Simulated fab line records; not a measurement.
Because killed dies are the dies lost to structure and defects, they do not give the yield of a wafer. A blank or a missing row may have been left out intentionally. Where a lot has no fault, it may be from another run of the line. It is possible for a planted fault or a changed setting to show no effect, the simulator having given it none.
Problem report, 8D (eight disciplines) form, completed by code -- flow n5Finfet -- the parts of the form that need people (team, actions taken, sign-off) are left out

## 1. THE PROBLEM
Wafers without a fault read 39.97 nm, standard deviation 0.23; cdNm at N5_BEOL_M8_CD_MEAS_28 reads a mean of 37.19 nm on 6 wafers belonging to 2 lots. That is -12 standard deviations from the usual mean.
The step: target cd 40 nm.
Seen first at day 12 09:52 on cdSem-03, wafer L598.3. Wafers with a number at this step in the record: 30, from 10 lots. Rule for "out", or "out of limits": more than 4 standard deviations from the usual mean. Any other wafer with a number is counted as sound.

## 2. WHAT THIS IS AND IS NOT
question,is,is not
which readings at this step,cdNm,-
which lots,"L598, L602","L592, L595, L600, L606, L608, L609, L611, L612"
which wafers of those lots,all that have a number,-
read on which gauges,"cdSem-02, cdSem-03",cdSem-01
when,from day 12 09:52,"up to then (9 sound wafers); but 15 sound wafers of L606, L608, L609, L611, L612 came after"

## 3. THE SUSPECTS, EACH WITH WHAT RULES IT OUT
Counting: a tool at any process step up to the reading remains a suspect when it ran all the lots that are out and ran no sound lot after the first of those.
- the gauge at N5_BEOL_M8_CD_MEAS_28: ruled out. 2 gauges (cdSem-02, cdSem-03) read the wafers that are out.
- euvScanner-02 at N5_BEOL_M8_EXPOSE_25 (exposes mask V7, target cd 40 nm): kept. All lots that are out passed through it, beginning with L598 at day 12 09:45, and no sound lot followed; its final sound lot before that point was L595 at day 10 07:45. Its own readings are out on those wafers: exposureDoseMJCm2.
Left after counting: euvScanner-02 at N5_BEOL_M8_EXPOSE_25.

## 4. THE CAUSE (what the simulator had put in)
Process parameters drifting: euvScanner-02 at N5_BEOL_M8_EXPOSE_25, beginning at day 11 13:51. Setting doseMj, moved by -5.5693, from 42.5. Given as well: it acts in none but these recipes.
Only this tool survived the counting.

## 5. THE CHAIN OF EFFECTS, in route order
Rows list readings where the struck wafers' mean (over those with a number) sits beyond 3 standard deviations from the usual. Only readings whose record carries a usual standard deviation are examined. hours: median over the lots of the time between each lot's start at the first step of this table that gives one and its start at this step. sigmas: the change, counted in usual standard deviations.
hours,step,reading,usual,on struck wafers,change,sigmas
0,N5_BEOL_M8_EXPOSE_25,exposureDoseMJCm2,42.61,37.39,-5.22,-26
0,N5_BEOL_M8_CD_MEAS_28,cdNm,39.97 nm,37.19,-2.78,-12
Its process steps:
- N5_BEOL_M8_EXPOSE_25: exposes mask V7, target cd 40 nm.

## 6. WHAT WOULD HAVE CAUGHT IT SOONER
Counted from the fault's start at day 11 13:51, it took 20 hours until the first out-of-limits reading at a measuring or inspecting step in this record, taken at day 12 09:52.
At N5_BEOL_M8_EXPOSE_25, the tool's own readings (exposureDoseMJCm2) were out on each struck wafer the step has a row for, so an alarm limit on them would have fired on the first such wafer.
L602, from the lots that are out (2), started N5_BEOL_M8_EXPOSE_25 on euvScanner-02 later than day 12 09:52. A hold on the tool at that time would have spared it.
